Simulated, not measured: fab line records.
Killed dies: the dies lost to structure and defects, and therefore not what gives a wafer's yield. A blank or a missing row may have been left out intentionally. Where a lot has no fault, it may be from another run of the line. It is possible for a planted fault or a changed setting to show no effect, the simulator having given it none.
Struck lot and sound lot, side by side / flow n5 finfet / 36 steps out of a route of 1938
Sound: wafers L548.2, L548.5, L548.6. The struck wafers were L543.1, L543.4, L543.5. At the end, the cause is stated.
Each step with rows lists, per side, the tool, then ch with its chambers, then its first start. Under that, the readings that differ: sound wafers / struck wafers / difference of the means / sigmas: that difference in standard deviations of wafers without a fault.
alike: readings with means less than 2 such deviations apart, plus words and numbers identical on both sides. not compared: withheld readings, readings lacking a value on some wafer, bounds such as >300 that could conceal the same value, and numbers that have no deviation in the record and whose values overlap.
A row with sigmas, a row that says differs or no value, or rows on one side alone: a step with any of these is where the two part. Non-overlapping numbers with no deviation appear without sigmas and do not part them. A reading missing from all wafers of one side parts the sides only when that side holds two or more wafers.

first, 9 steps without rows for these wafers: N5_WELL_APT_HMDS_01 (time 60 s); N5_WELL_APT_COAT_02 (resist thk 950 nm); N5_WELL_APT_EBR_04; N5_WELL_APT_SOFTBAKE_03 (time 60 s); N5_WELL_APT_EXPOSE_05 (exposes mask NWELL, defocus 0 nm, target cd 200 nm); N5_WELL_APT_PEB_06 (peb time 90 s); N5_WELL_APT_DEVELOP_07 (develop time 45 s); N5_WELL_APT_HARDBAKE_12 (time 120 s); N5_WELL_APT_DESCUM_13 (chemistry O2, time 7.9 s).
N5_WELL_APT_IMPLANT_14:
  sound on implanter-01 ch 0, day 7 01:46; struck on implanter-02 ch 0, day 5 20:35
reading=dose ions cm2; sound=1.4986e+13 1.4983e+13 1.4991e+13; struck=1.0009e+13 1.0003e+13 1.0024e+13; difference=-4.9747e+12; sigmas=-99 or more
reading=faraday current uA; sound=190 184 189; struck=124 132 128; difference=-60; sigmas=-16
then, 25 steps without rows for these wafers: N5_WELL_APT_IMPLANT_15; N5_WELL_APT_STRIP_16 (strips in SPM, time 900 s); N5_WELL_APT_HMDS_18 (time 60 s); N5_WELL_APT_COAT_19 (resist thk 950 nm); N5_WELL_APT_EBR_21; N5_WELL_APT_SOFTBAKE_20 (time 60 s); N5_WELL_APT_EXPOSE_22 (exposes mask PWELL, defocus 0 nm, target cd 200 nm); N5_WELL_APT_PEB_23 (peb time 90 s); N5_WELL_APT_DEVELOP_24 (develop time 45 s); N5_WELL_APT_HARDBAKE_29 (time 120 s); N5_WELL_APT_DESCUM_30 (chemistry O2, time 7.9 s); N5_WELL_APT_IMPLANT_31; N5_WELL_APT_IMPLANT_32; N5_WELL_APT_STRIP_33 (strips in SPM, time 900 s); N5_WELL_APT_RTA_34 (time 10 s); N5_WELL_APT_OXIDE_STRIP_42 (strips SiO2 in dHF, time 45 s, target depth 12 nm); N5_WELL_APT_PRECLEAN_36 (cleans in O3/DIW, time 45 s); N5_WELL_APT_PRECLEAN_39 (cleans in dHF, time 60 s); N5_WELL_APT_SRD_37 (time 30 s); N5_WELL_APT_EPI_41 (deposits Si from SiH4/H2, target thk 50 nm, time 297.7 s); N5_PMOS_HMC_CHANNEL_EPI_HM_DEP_34 (deposits SiO2 from TEOS/O2, target thk 36 nm, time 6.9 s); N5_PMOS_HMC_CHANNEL_EPI_COAT_31 (time 60 s, resist thk 66 nm); N5_PMOS_HMC_CHANNEL_EPI_COAT_03 (resist thk 205 nm); N5_PMOS_HMC_CHANNEL_EPI_EBR_05; N5_PMOS_HMC_CHANNEL_EPI_SOFTBAKE_04 (time 60 s).
-- a jump in the record: the struck wafers' starts before and after are 7 days apart (it breaks off in module PMOS_HMC_CHANNEL_EPI and resumes in module BEOL_M4, where the first step shown is number 1111 of the route) --
N5_BEOL_M4_RC_MEAS_101:
  sound on prober-01 ch 0, day 13 14:17; struck on prober-02 ch 0, day 12 15:16
reading=RS_NWELL (ohm/sq); sound=1036 1028 1035; struck=1298 1294 1303; difference=+265; sigmas=+43
  alike: DIBL_N, DIBL_P, IOFF_N, IOFF_P, ION_N, ION_P, SS_N, SS_P, VT_N, VT_P

WHERE THEY PART
At N5_WELL_APT_IMPLANT_14 first; at N5_BEOL_M4_RC_MEAS_101 last (within this record only).

WHY: the cause the simulator had injected
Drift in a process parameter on implanter-02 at N5_WELL_APT_IMPLANT_14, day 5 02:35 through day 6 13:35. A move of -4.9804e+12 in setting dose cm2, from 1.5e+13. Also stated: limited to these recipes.
